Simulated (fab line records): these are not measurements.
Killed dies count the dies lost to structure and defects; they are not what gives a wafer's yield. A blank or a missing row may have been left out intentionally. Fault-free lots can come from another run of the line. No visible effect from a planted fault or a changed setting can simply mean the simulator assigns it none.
What tool caused it?	flow n5 finfet	27 wafers from 9 lots sampled at 2 of the route's 1938 steps

== WHAT THE GAUGES READ, wafer by wafer ==
N5_BEOL_M2_OCD_MEAS_38.
lot	measured	on	trench depth nm (nm)
L904	day 7 17:21	ocd-02	55.6 54.9 57.1
L906	day 8 04:08	ocd-02	54.7 55.4 54.8
L909	day 9 01:11	ocd-02	54.7 55.2 55.4
L910	day 9 10:50	ocd-02	56.1 53.5 56.0
L912	day 9 19:02	ocd-01	61.3 62.7 62.7
L913	day 9 22:45	ocd-01	60.8 61.5 61.1
L915	day 10 13:10	ocd-02	62.7 63.1 64.0
L920	day 11 17:47	ocd-02	56.7 55.6 54.8
L923	day 12 15:53	ocd-02	58.0 55.1 54.8

== WHICH TOOL RAN EACH LOT (tool, then ch and the chambers of the sampled wafers, then the start) ==
lot	N5_BEOL_M2_TRENCH_ETCH_37
L904	rie diel-01 ch 0,1,2, day 7 17:12
L906	rie diel-01 ch 2,3, day 8 03:59
L909	rie diel-01 ch 0,1,2, day 9 01:01
L910	rie diel-06 ch 0,1, day 9 10:41
L912	rie diel-01 ch 0,3, day 9 18:53
L913	rie diel-01 ch 1,3, day 9 22:35
L915	rie diel-01 ch 0,1,2, day 10 13:01
L920	rie diel-06 ch 0,1,2, day 11 17:38
L923	rie diel-03 ch 2,3, day 12 15:44
- N5_BEOL_M2_TRENCH_ETCH_37: etches SiOC in C4F6/O2, target depth 55.555 nm, time 29.2 s.

== THE ANSWER, worked out from the rows above alone ==
Rule: the usual values come from the lots themselves. The widest of any qualifying gaps counts: lots, ordered by their means at a reading, are off when they make up no more than a third of the lots, leave a main group of 4 or more, and stand apart from it by 3 or more times the standard deviation of that group's means. A main group is skipped when, at the precision printed for the reading in the tables above, its means are all equal. Also off: a lot with no number at a reading for which 4 or more lots have one. Where the step has rows for the other lots, those lots are counted as sound.
Off at N5_BEOL_M2_OCD_MEAS_38 (trench depth nm): L912, L913, L915. The main group has a mean of 55.5 nm with a standard deviation of 0.39.
A tool fits if, at a process step before that reading, it ran every lot that is off, and no sound lot after the first of them. The gauges at N5_BEOL_M2_OCD_MEAS_38 are tried like those tools. One fits: rie diel-01 at N5_BEOL_M2_TRENCH_ETCH_37. Its last sound lot is L909 (day 9 01:01), its first lot that is off L912 (day 9 18:53): a fault that began between those two fits.

== WHAT THE SIMULATOR PUT IN ==
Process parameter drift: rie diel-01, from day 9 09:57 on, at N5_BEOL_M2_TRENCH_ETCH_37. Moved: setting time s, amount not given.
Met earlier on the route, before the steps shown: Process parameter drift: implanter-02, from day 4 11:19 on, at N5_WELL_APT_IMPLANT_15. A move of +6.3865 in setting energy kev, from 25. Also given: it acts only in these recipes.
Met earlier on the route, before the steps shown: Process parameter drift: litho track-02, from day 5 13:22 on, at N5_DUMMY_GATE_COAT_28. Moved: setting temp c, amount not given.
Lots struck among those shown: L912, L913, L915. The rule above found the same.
